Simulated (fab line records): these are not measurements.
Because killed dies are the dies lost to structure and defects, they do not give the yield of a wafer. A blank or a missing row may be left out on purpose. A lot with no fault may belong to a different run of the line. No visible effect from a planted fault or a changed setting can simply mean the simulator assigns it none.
Chamber matching :: flow n5Finfet :: N5_BEOL_M7_ETCH_65 on rieDiel-03 has 4 sister chambers
The step etches SiARC in CF4, target depth 15.6 nm, time 26 s. 8 wafers are shown with their chamber, then 9 later ones without.

## EACH WAFER AND ITS CHAMBER
wafer: L080.1
chamber: 0
throttleValvePct (%): 15.36
oesProductAu (a.u.): 0.61

wafer: L081.3
chamber: 2
throttleValvePct (%): 15.73
oesProductAu (a.u.): 0.61

wafer: L081.6
chamber: 2
throttleValvePct (%): 15.73
oesProductAu (a.u.): 0.61

wafer: L088.2
chamber: 0
throttleValvePct (%): 15.38
oesProductAu (a.u.): 0.60

wafer: L088.5
chamber: 1
throttleValvePct (%): 15.78
oesProductAu (a.u.): 0.61

wafer: L087.2
chamber: 3
throttleValvePct (%): 15.44
oesProductAu (a.u.): 0.75

wafer: L087.4
chamber: 1
throttleValvePct (%): 15.79
oesProductAu (a.u.): 0.61

wafer: L087.5
chamber: 3
throttleValvePct (%): 15.45
oesProductAu (a.u.): 0.76

## WAFERS WITHOUT THEIR CHAMBER
wafer: L091.1
throttleValvePct (%): 15.47
oesProductAu (a.u.): 0.74

wafer: L091.2
throttleValvePct (%): 15.77
oesProductAu (a.u.): 0.59

wafer: L091.4
throttleValvePct (%): 15.41
oesProductAu (a.u.): 0.60

wafer: L092.2
throttleValvePct (%): 15.80
oesProductAu (a.u.): 0.60

wafer: L092.4
throttleValvePct (%): 15.38
oesProductAu (a.u.): 0.60

wafer: L092.5
throttleValvePct (%): 15.39
oesProductAu (a.u.): 0.60

wafer: L096.3
throttleValvePct (%): 15.49
oesProductAu (a.u.): 0.73

wafer: L096.4
throttleValvePct (%): 15.79
oesProductAu (a.u.): 0.60

wafer: L096.5
throttleValvePct (%): 15.39
oesProductAu (a.u.): 0.60

## EACH ONE'S CHAMBER
wafer: L091.1
from the rows above: 3
in truth: 3

wafer: L091.2
from the rows above: can't be placed: 1 or 2
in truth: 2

wafer: L091.4
from the rows above: 0
in truth: 0

wafer: L092.2
from the rows above: 1
in truth: 1

wafer: L092.4
from the rows above: 0
in truth: 0

wafer: L092.5
from the rows above: 0
in truth: 0

wafer: L096.3
from the rows above: 3
in truth: 3

wafer: L096.4
from the rows above: 1
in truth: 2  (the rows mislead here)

wafer: L096.5
from the rows above: 0
in truth: 0
Correct placement for 7 of the 9. From these rows, 1 cannot be placed; in 1 the true chamber is one of the candidates. Placed wrongly: 1.
How it was worked out, from the rows above alone: a wafer's distance from a chamber is the root of the sum, over the readings, of the square of ((its reading less the chamber's mean) divided by the reading's scatter). The wafer belongs to the nearest chamber; if the next one is less than 2 further off, it can't be placed. The mean given for a chamber averages the wafers shown for that chamber. The scatter: take each reading less its chamber's mean, square it, sum over the shown wafers, divide by the number of wafers less the number of chambers, and take the root.
